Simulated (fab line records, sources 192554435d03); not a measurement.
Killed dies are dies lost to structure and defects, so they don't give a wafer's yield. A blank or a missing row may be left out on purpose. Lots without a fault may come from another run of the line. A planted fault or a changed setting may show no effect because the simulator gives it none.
Split-lot experiment | flow n5_finfet | 7 lots, 39 wafers read, on a route of 1938 steps

THE SPLIT
At N5_FIN_SAQP_FIN_ETCH_36 (etches the open film in HBr/Cl2/O2, target depth 120 nm, time 50.4 s), the setting icp_w was moved away from the recipe's 800 W on 18 of the 39 wafers read, by -16.6% to +11.5%. The other wafers ran this setting at the recipe's value.

FROM THE SPLIT TO THE READING: what the file shows between them, 3 steps
- N5_FIN_SAQP_PRECLEAN_38: cleans in O3/DIW, time 45 s
- N5_FIN_SAQP_PRECLEAN_45: cleans in dHF, time 10 s
- N5_FIN_SAQP_SRD_39: time 30 s

THE READING
trench_depth_nm, in nm, at N5_FIN_SAQP_OCD_MEAS_76. Fault-free wafers of this fab line usually give 119.8 nm, standard deviation 1 nm.

wafer  | tool, chamber at the split | icp_w as run, W | against the recipe | trench_depth_nm, nm | against lot-mates on the recipe
L076.2 | rie_si-05, 2               | 800             | recipe             | 119.8               | -
L076.3 | rie_si-05, 1               | 800             | recipe             | 117.8               | -
L076.5 | rie_si-05, 0               | 800             | recipe             | 119.9               | -
L083.1 | rie_si-05, 2               | 670.1           | -16.2%             | 112.2               | -7.9
L083.2 | rie_si-05, 0               | 670.1           | -16.2%             | 110.4               | -9.7
L083.3 | rie_si-05, 1               | 800             | recipe             | 120.1               | -
L083.4 | rie_si-05, 3               | 800             | recipe             | 119.1               | -
L083.5 | rie_si-05, 2               | 800             | recipe             | 121.0               | -
L083.6 | rie_si-05, 1               | 670.1           | -16.2%             | 109.0               | -11.1
L084.1 | rie_si-03, 1               | 800             | recipe             | 121.2               | -
L084.2 | rie_si-03, 2               | 680.8           | -14.9%             | 111.8               | -7.8
L084.3 | rie_si-03, 0               | 800             | recipe             | 118.9               | -
L084.4 | rie_si-03, 3               | 800             | recipe             | 118.8               | -
L084.5 | rie_si-03, 3               | 680.8           | -14.9%             | 111.5               | -8.1
L084.6 | rie_si-03, 2               | 680.8           | -14.9%             | 110.7               | -8.9
L086.1 | rie_si-01, 3               | 856             | +7.0%              | 123.8               | +4.2
L086.2 | rie_si-01, 2               | 800             | recipe             | 120.0               | -
L086.3 | rie_si-01, 1               | 800             | recipe             | 119.8               | -
L086.4 | rie_si-01, 0               | 856             | +7.0%              | 123.3               | +3.7
L086.5 | rie_si-01, 1               | 856             | +7.0%              | 123.6               | +4.0
L086.6 | rie_si-01, 0               | 800             | recipe             | 119.1               | -
L092.1 | rie_si-05, 1               | 800             | recipe             | 121.4               | -
L092.2 | rie_si-05, 3               | 892.3           | +11.5%             | 126.8               | +6.1
L092.3 | rie_si-05, 0               | 892.3           | +11.5%             | 126.5               | +5.8
L092.4 | rie_si-05, 2               | 800             | recipe             | 120.0               | -
L092.5 | rie_si-05, 2               | 892.3           | +11.5%             | 127.1               | +6.4
L092.6 | rie_si-05, 1               | 800             | recipe             | 120.7               | -
L093.1 | rie_si-01, 2               | 800             | recipe             | 119.5               | -
L093.2 | rie_si-01, 0               | 673             | -15.9%             | 110.2               | -9.7
L093.3 | rie_si-01, 1               | 800             | recipe             | 120.3               | -
L093.4 | rie_si-01, 3               | 673             | -15.9%             | 110.3               | -9.6
L093.5 | rie_si-01, 2               | 800             | recipe             | 119.9               | -
L093.6 | rie_si-01, 1               | 673             | -15.9%             | 111.7               | -8.2
L097.1 | rie_si-03, 2               | 800             | recipe             | 119.7               | -
L097.2 | rie_si-03, 3               | 666.9           | -16.6%             | 110.3               | -9.6
L097.3 | rie_si-03, 0               | 666.9           | -16.6%             | 109.8               | -10.1
L097.4 | rie_si-03, 1               | 666.9           | -16.6%             | 110.1               | -9.8
L097.5 | rie_si-03, 2               | 800             | recipe             | 119.9               | -
L097.6 | rie_si-03, 3               | 800             | recipe             | 120.2               | -

THE FIT
A straight line over all 39 wafers: trench_depth_nm changes by +0.579 nm for each +1% of icp_w; r = +0.99; the points scatter about the line by 0.78 nm.
The same after taking each lot's own level away (the mean of its wafers on the recipe; 39 wafers): +0.57 nm for each +1%; r = +0.99; scatter 0.72 nm.
On that fit, the largest move of icp_w shifts the reading by 9.5 nm.
The lots' own levels span 119.17 to 120.70 nm, that is 1.5 times the standard deviation above.
So the lot-to-lot level changes the slope little: the two slopes agree.
Check: with one of the wafers moved furthest among these (-16.6%) left out of the fit, the line predicts -9.57 nm for it against its lot-mates. It came out at -9.63 nm against them.
Tool readings at the split's step, against how far the setting was moved: oes_product_au r = +0.90.

OTHER SPLITS ON THESE WAFERS
These wafers also went through other splits before the reading. Each is held against what the fit with the lots' levels taken away leaves over:
other split on the same wafers     | wafers away from the commonest value | r with trench_depth_nm (lot level and that fit taken away)
N5_FIN_SAQP_HM_DEP_03 target_thk_a | 18                                   | +0.07

THE WHOLE CHAIN: every reading that the file lists as answering this split, in the file's order
step                    | what it does                                                         | reading                                                                    | change (the file's fit)                   | r (the file's)
N5_FIN_SAQP_FIN_ETCH_36 | etches the open film in HBr/Cl2/O2, target depth 120 nm, time 50.4 s | oes_product_au                                                             | +0.00322 a.u. for each +1% of the setting | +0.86
N5_FIN_SAQP_FIN_ETCH_36 | etches the open film in HBr/Cl2/O2, target depth 120 nm, time 50.4 s | FIN_SAQP.feature_depth_nm (the simulator's own value, which no gauge read) | +0.585 nm for each +1% of the setting     | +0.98
N5_FIN_SAQP_FIN_ETCH_36 | etches the open film in HBr/Cl2/O2, target depth 120 nm, time 50.4 s | etch.depth_nm (the simulator's own value, which no gauge read)             | +0.585 nm for each +1% of the setting     | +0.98
N5_FIN_SAQP_OCD_MEAS_76 |                                                                      | trench_depth_nm                                                            | +0.572 nm for each +1% of the setting     | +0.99

THE FILE'S OWN FIT
trench_depth_nm changes by +0.572 nm for each +1% of icp_w, r = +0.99.
